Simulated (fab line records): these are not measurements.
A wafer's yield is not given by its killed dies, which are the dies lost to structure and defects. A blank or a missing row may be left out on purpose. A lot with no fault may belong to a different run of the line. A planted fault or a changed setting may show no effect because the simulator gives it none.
The same fault as seen by 2 desks + flow n5-finfet + only its own numbers are on each desk; what lay behind them is given at the end

FOR THE TOOL OWNER'S DESK: pecvd-01
The tool's own readings at N5_BEOL_M1_DEP_57 (deposits SiCN from 3MS/NH3, target thk 8 nm, time 14 s): means of the sampled wafers that have a number, for each lot that ran on this tool. Any lot whose mean is over 4 standard deviations away from the usual mean is out of limits and marked OUT; that distance is given in the brackets.
Columns: A = showerhead-plenum-p-Torr at N5_BEOL_M1_DEP_57, usual 3.658 Torr; B = throttle-valve-pct at N5_BEOL_M1_DEP_57, usual 9.0 %
| lot  | first seen here | A     | B   |
|------|-----------------|-------|-----|
| L651 | day 8 03:53     | 3.649 | 9.2 |
| L655 | day 9 02:07     | 3.644 | 9.5 |
| L660 | day 10 05:46    | 3.646 | 9.4 |
Finding of this desk: none of the 3 lots has anything out of limits.

FROM THE METROLOGY DESK
Lot by lot, what the gauges showed, no matter which tool ran the lot: averages of those sampled wafers that carry a number. Any lot whose mean is over 4 standard deviations away from the usual mean is out of limits and marked OUT; that distance is given in the brackets. It has 12 readings; the 7 that lie furthest out on some lot are the ones shown.
Columns: A = DIBL_N at N5_BEOL_M4_RC_MEAS_101, usual 37.1 mV/V; B = IOFF_N at N5_BEOL_M4_RC_MEAS_101, usual 0.18 nA/um; C = ION_N at N5_BEOL_M4_RC_MEAS_101, usual 682 uA/um; D = ION_P at N5_BEOL_M4_RC_MEAS_101, usual 468 uA/um; E = SS_N at N5_BEOL_M4_RC_MEAS_101, usual 71.9 mV/dec; F = VT_N at N5_BEOL_M4_RC_MEAS_101, usual 248 mV; G = VT_P at N5_BEOL_M4_RC_MEAS_101, usual -248 mV
| lot  | first seen here | A    | B    | C   | D   | E    | F   | G    |
|------|-----------------|------|------|-----|-----|------|-----|------|
| L651 | day 8 03:41     | 36.0 | 0.15 | 670 | 457 | 72.0 | 254 | -249 |
| L653 | day 8 07:31     | 36.8 | 0.19 | 687 | 474 | 71.9 | 246 | -247 |
| L655 | day 9 01:55     | 35.1 | 0.15 | 681 | 467 | 71.2 | 251 | -253 |
| L660 | day 10 05:32    | 37.8 | 0.18 | 690 | 471 | 71.8 | 250 | -249 |
| L667 | day 11 22:02    | 35.7 | 0.18 | 682 | 468 | 72.0 | 248 | -245 |
| L666 | day 11 23:10    | 40.1 | 0.25 | 694 | 468 | 73.1 | 244 | -249 |
Finding of this desk: none of the 6 lots has anything out of limits.

BROUGHT TOGETHER
The desk of the tool owner found nothing out of limits.
Nothing out of limits was seen by the metrology desk.

WHAT WAS PUT IN BY THE SIMULATOR
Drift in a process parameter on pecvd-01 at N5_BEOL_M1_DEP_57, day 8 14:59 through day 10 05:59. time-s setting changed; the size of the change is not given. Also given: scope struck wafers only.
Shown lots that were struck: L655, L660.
